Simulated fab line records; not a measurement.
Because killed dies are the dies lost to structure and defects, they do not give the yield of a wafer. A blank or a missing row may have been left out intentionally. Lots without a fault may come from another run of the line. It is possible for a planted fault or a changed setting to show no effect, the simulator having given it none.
Chamber matching ; flow n5 finfet ; rie diel-06 running N5_BEOL_M13_ETCH_38: 4 sister chambers
The step etches SiCN in CF4/N2, target depth 67.5 nm, time 71.9 s. 8 wafers are shown with their chamber, then 10 later ones without.

== WAFERS WITH THEIR CHAMBER ==
wafer;chamber;drypump motor current A (A);showerhead plenum p Torr (Torr)
L077.5;3;6.0;2.09
L079.2;3;5.9;2.08
L084.1;0;5.4;2.18
L085.1;0;5.4;2.17
L085.3;1;5.3;2.20
L085.6;2;5.5;2.12
L087.1;2;5.5;2.12
L087.4;1;5.3;2.20

== WAFERS MISSING THEIR CHAMBER ==
wafer;drypump motor current A (A);showerhead plenum p Torr (Torr)
L087.5;5.5;2.12
L092.4;5.4;2.17
L092.5;5.3;2.20
L092.6;5.5;2.12
L093.2;5.5;2.12
L093.4;5.5;2.12
L093.5;5.4;2.17
L097.4;5.4;2.17
L097.5;5.4;2.17
L097.6;5.3;2.19

== WHICH CHAMBER EACH WENT THROUGH ==
wafer;from the rows above;in truth
L087.5;2;2
L092.4;0;0
L092.5;1;1
L092.6;2;2
L093.2;2;2
L093.4;2;2
L093.5;0;0
L097.4;0;0
L097.5;0;0
L097.6;1;1
Correctly placed: 10 of 10. Left unplaced by these rows: 0. 0 placed wrongly.
How it was worked out, from the rows above alone: a wafer's distance from a chamber is the root of the sum, over the readings, of the square of ((its reading less the chamber's mean) divided by the reading's scatter). The wafer belongs to the nearest chamber; if the next one is less than 2 further off, it can't be placed. For every chamber, the mean is computed from those of its wafers that are shown. The scatter: the root of (the sum of the squares of (reading less its chamber's mean) over the shown wafers, divided by (wafers less chambers)).
